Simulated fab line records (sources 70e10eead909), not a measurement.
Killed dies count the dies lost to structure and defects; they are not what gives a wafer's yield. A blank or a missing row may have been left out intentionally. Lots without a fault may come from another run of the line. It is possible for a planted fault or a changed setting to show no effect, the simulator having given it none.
A struck lot beside a sound one | flow nand-harc | 15 out of 1302 route steps
Sound: wafers L555.1, L555.2, L555.5. Struck: wafer L552.3. Last of all comes the cause.
Order at every step that has rows: each side's tool, ch and its chambers, its first start. Under that, the readings that differ: sound wafers | struck wafers | difference of the means | sigmas: that difference in standard deviations of wafers without a fault.
alike: same words and numbers on both sides, and readings whose means sit less than 2 such deviations apart. not compared: any withheld reading, any reading some wafer has no value for, any bound like >300 that may hide the same value, and any number with overlapping values for which the record gives no deviation.
A row with sigmas, a row that says differs or no value, or rows on one side alone: a step with any of these is where the two part. Non-overlapping numbers with no deviation appear without sigmas and do not part them. Lack of a reading on every wafer of one side parts them only where that side has two or more wafers.

NHARC_A_DECK1_JOINT_ETCHBACK_00: etches the open film in HBr, target depth 30 nm, time 17.4 s.
  sound on rie-si-04 ch 0,2, day 17 08:44; struck on rie-si-04 ch 1, day 16 03:04
  reading                | sound                | struck | difference | sigmas
  throttle-valve-pct (%) | 23.262 23.251 23.257 | 23.279 | +0.022     | +2
  alike: bias-w, drypump-motor-current-A, oes-product-au, rf-fwd-power-W
  not compared: rf-hours-counter-h
then, 8 steps without rows for these wafers: NHARC_A_DECK1_JOINT_PRECLEAN_30 (cleans in SC1); NHARC_A_DECK1_JOINT_SRD_31; NHARC_A_DECK1_JOINT_CVD_34 (deposits SiNx, target thk 20 nm); NHARC_A_DECK1_JOINT_DEP_06 (deposits SiOx, target thk 80 nm); NHARC_A_DECK1_JOINT_CURE_26 (time 32 s); NHARC_A_DECK1_JOINT_ANNEAL_27 (time 3600 s); NHARC_A_DECK1_JOINT_ANNEAL_28 (time 1800 s); NHARC_A_DECK1_JOINT_ANNEAL_29 (time 1800 s).
NHARC_A_DECK1_JOINT_CMP_02: polishes SiOx.
  sound on cmp-03 ch 1,3, day 18 05:38; struck on cmp-02 ch 2, day 17 04:28
  alike: motor-current-A, retaining-ring-pressure-frac
after that, 1 step had no rows for these wafers: NHARC_A_DECK1_JOINT_SRD_15.
NHARC_A_DECK1_JOINT_DEP_16: deposits SiO2, target thk 45 nm.
  sound on pecvd-04 ch 0,1, day 18 06:02; struck on pecvd-02 ch 0, day 17 04:55
  alike: heater-power-w, rf-fwd-power-W, throttle-valve-pct
NHARC_A_DECK1_JOINT_THK_MEAS_17: measures by ellipsometry.
  sound on film-metro-01, day 18 06:17; struck on film-metro-02, day 17 05:08
  alike: thk-nm
NHARC_A_DECK1_JOINT_INSPECT_05:
  sound on defect-inspect-01, day 18 06:20; struck on defect-inspect-02, day 17 05:20
  reading          | sound       | struck | difference | sigmas
  raw-defect-count | 295 236 282 | 1161   | +890       | +7
  not compared: hold
-- the record jumps here: 13 days lie between the struck wafers' starts before and after (it left off in module A_DECK1_JOINT and takes up again in module END, whose first step shown is number 1302 of the route) --
NHARC_END_SORT_01:
  sound on prober-02 ch 0, day 30 00:01; struck on prober-01 ch 0, day 29 18:33
  reading     | sound | struck | difference | sigmas
  killed-open | 0     | 4      | +4         | +2
  alike: killed-at-array, killed-at-other, killed-at-periphery, killed-dies, killed-short

WHERE THEY PART
Earliest at NHARC_A_DECK1_JOINT_ETCHBACK_00; latest, in this record, at NHARC_END_SORT_01.

WHY: the cause the simulator had injected
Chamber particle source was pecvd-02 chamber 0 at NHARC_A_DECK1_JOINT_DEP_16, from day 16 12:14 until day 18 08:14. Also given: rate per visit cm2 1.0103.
